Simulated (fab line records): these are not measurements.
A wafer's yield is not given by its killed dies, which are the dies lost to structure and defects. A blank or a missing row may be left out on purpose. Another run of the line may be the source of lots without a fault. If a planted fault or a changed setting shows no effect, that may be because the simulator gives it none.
Matching of chambers    flow nandHarc    4 sister chambers for NHARC_A_BONDPAD_DESCUM_11 on rieDiel-04
The step chemistry O2, time 3 s. 14 wafers are shown with their chamber, then 7 later ones without.

## WAFERS WITH THEIR CHAMBER
wafer   chamber  showerheadPlenumPTorr (Torr)  drypumpMotorCurrentA (A)  rfVppV (V)
L078.1  3        1.78                          4.9                       56.9
L078.2  0        2.01                          6.0                       58.3
L078.6  1        1.93                          5.5                       58.2
L079.2  0        2.00                          6.0                       56.5
L079.4  3        1.78                          5.0                       57.5
L079.5  3        1.78                          4.9                       55.3
L080.1  2        1.84                          6.3                       58.1
L080.2  0        2.00                          5.9                       57.6
L080.6  3        1.78                          5.0                       57.7
L082.3  3        1.78                          5.0                       57.1
L082.4  0        2.00                          6.0                       57.8
L082.5  3        1.78                          4.9                       57.2
L091.2  0        2.00                          6.0                       57.4
L091.3  1        1.92                          5.5                       58.7

SIGNATURES, as means of the wafers listed above
reading                chamber 0  chamber 1  chamber 2  chamber 3  scatter within a chamber
showerheadPlenumPTorr  2.0020     1.9250     1.8400     1.7800     0.00361
drypumpMotorCurrentA   5.980      5.500      6.300      4.950      0.048
rfVppV                 57.520     58.450     58.100     56.950     0.745
Rule: a wafer lies at a distance from a chamber equal to the root of the sum of squares, over the readings, of (its reading less the chamber's mean, divided by the reading's scatter). The wafer belongs to the nearest chamber; if the next one is less than 2 further off, it can't be placed. The scatter is the square root of a quotient: the sum, over the shown wafers, of each reading's squared deviation from its chamber's mean, divided by wafers minus chambers.

## WAFERS WITHOUT THEIR CHAMBER
wafer   showerheadPlenumPTorr (Torr)  drypumpMotorCurrentA (A)  rfVppV (V)
L091.4  1.83                          6.4                       57.9
L095.1  1.83                          6.4                       56.4
L095.2  2.00                          6.0                       57.7
L095.6  1.77                          5.0                       56.7
L097.1  2.00                          6.0                       58.0
L097.3  1.83                          6.3                       57.1
L097.5  1.77                          5.0                       57.7

## EACH ONE'S CHAMBER
wafer   from the rows above  in truth
L091.4  2                    2
L095.1  2                    2
L095.2  0                    0
L095.6  3                    3
L097.1  0                    0
L097.3  2                    2
L097.5  3                    3
Placed correctly: 7 of 7. Can't be placed from these rows: 0. Number placed wrongly: 0.
